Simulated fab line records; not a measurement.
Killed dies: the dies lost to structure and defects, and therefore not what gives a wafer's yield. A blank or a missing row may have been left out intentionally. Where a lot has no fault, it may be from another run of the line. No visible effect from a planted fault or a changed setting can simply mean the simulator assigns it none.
Comparing a struck lot with a sound one -- flow nand-harc -- 15 out of 1302 route steps
Sound: these wafers, L955.1, L955.2, L955.5. The struck wafers were L964.2, L964.3, L964.6. At the end, the cause is stated.
Order at every step that has rows: each side's tool, ch and its chambers, its first start. Under that, the readings that differ: sound wafers -- struck wafers -- difference of the means -- sigmas: that difference in standard deviations of wafers without a fault.
alike: words and numbers the same on both sides, and readings whose means are apart by under 2 such deviations; not compared: readings that were withheld, readings missing a value for some wafer, numbers with overlapping values and no deviation given by the record, and bounds like >300 which may hide the same value.
A row with sigmas, a row that says differs or no value, or rows on one side alone: a step with any of these is where the two part. Non-overlapping numbers with no deviation appear without sigmas and do not part them. Lack of a reading on every wafer of one side parts them only where that side has two or more wafers.

first, 5 steps without rows for these wafers: NHARC_A_SGD_CUT_SOFTBAKE_04 (time 55 s); NHARC_A_SGD_CUT_EBR_05; NHARC_A_SGD_CUT_EXPOSE_06 (exposes mask SGD); NHARC_A_SGD_CUT_PEB_07 (peb time 65 s); NHARC_A_SGD_CUT_DEVELOP_08 (develop time 35 s).
NHARC_A_SGD_CUT_CD_MEAS_09: target cd 100 nm.
  sound on cd-sem-02 ch 0, day 22 20:17; struck on cd-sem-03 ch 0, day 26 09:10
  alike: cd-nm
NHARC_A_SGD_CUT_OVL_MEAS_10:
  struck on overlay-01, day 26 09:16; sound on overlay-01, day 22 20:23
  alike: overlay-x-nm, overlay-y-nm
NHARC_A_SGD_CUT_INSPECT_11:
  struck on defect-inspect-01, day 26 09:17; sound on defect-inspect-02, day 22 20:25
  alike: raw-defect-count
NHARC_A_SGD_CUT_DESCUM_14: chemistry O2, time 3 s.
  sound on rie-diel-01 ch 0,1,2, day 22 20:28; struck on rie-diel-12 ch 0,2,3, day 26 09:21
  alike: drypump-motor-current-A, oes-product-au, rf-vpp-V, showerhead-plenum-p-Torr, throttle-valve-pct
  not compared: rf-hours-counter-h
NHARC_A_SGD_CUT_ETCH_58: etches the open film in CF4, target depth 39 nm, time 65 s.
  sound on rie-diel-01 ch 0,1, day 22 20:34; struck on rie-diel-12 ch 2,3, day 26 09:26
  alike: drypump-motor-current-A, oes-product-au, rf-vpp-V, run-length-s, showerhead-plenum-p-Torr, throttle-valve-pct
  not compared: rf-hours-counter-h
NHARC_A_SGD_CUT_ETCH_59: etches the open film in N2/H2, target depth 260 nm, time 406.25 s.
  sound: rie-diel-01 ch 0,1,3; struck: rie-diel-12 ch 0,1,2
  alike: drypump-motor-current-A, oes-product-au, rf-vpp-V, run-length-s, showerhead-plenum-p-Torr, throttle-valve-pct
  not compared: rf-hours-counter-h
NHARC_A_SGD_CUT_ETCH_15: etches the open film in CH3F/O2, target depth 75 nm, time 64.3 s.
  sound: rie-diel-01 ch 1,3; struck: rie-diel-12 ch 1,3
  alike: drypump-motor-current-A, oes-product-au, rf-vpp-V, run-length-s, showerhead-plenum-p-Torr, throttle-valve-pct
  not compared: rf-hours-counter-h
NHARC_A_SGD_CUT_ETCH_16: etches the open film in C4F8/O2/Ar, target depth 310.5 nm, time 155.2 s.
  sound on rie-diel-01 ch 0,1,3, day 22 21:04; struck on rie-diel-12 ch 1,2,3, day 26 09:55
reading,sound,struck,difference,sigmas
run-length-s (s),177.5 176.7 176.6,66.5 66.5 67.6,-110.1,-99 or more
  alike: oes-product-au, rf-vpp-V
  not compared: rf-hours-counter-h
then, 1 step without rows for these wafers: NHARC_A_SGD_CUT_STRIP_60 (strips in C4F8/O2/Ar).
-- jump in the record: it breaks off in module A_SGD_CUT and resumes in module END (first step shown: number 1302 of the route), and 5 days separate the struck wafers' starts before and after --
NHARC_END_SORT_01:
  sound on prober-01 ch 0, day 27 18:44; struck on prober-01 ch 0, day 31 19:25
reading,sound,struck,difference,sigmas
hold,- - -,await-dispo/4.4h/release await-dispo/4.4h/release await-dispo/4.4h/release,no value on the sound wafers,
killed-at-array,40 41 34,669 665 667,+629,+24
killed-at-periphery,3 4 2,8 12 10,+7,+3
killed-dies,43 46 40,677 677 677,+634,+24
  alike: killed-at-other, killed-open, killed-short

== WHERE THEY PART ==
Earliest at NHARC_A_SGD_CUT_ETCH_16; latest, in this record, at NHARC_END_SORT_01.

WHY: the cause the simulator had injected
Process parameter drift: rie-diel-12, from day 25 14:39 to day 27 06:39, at NHARC_A_SGD_CUT_ETCH_16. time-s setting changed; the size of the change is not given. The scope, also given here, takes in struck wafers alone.
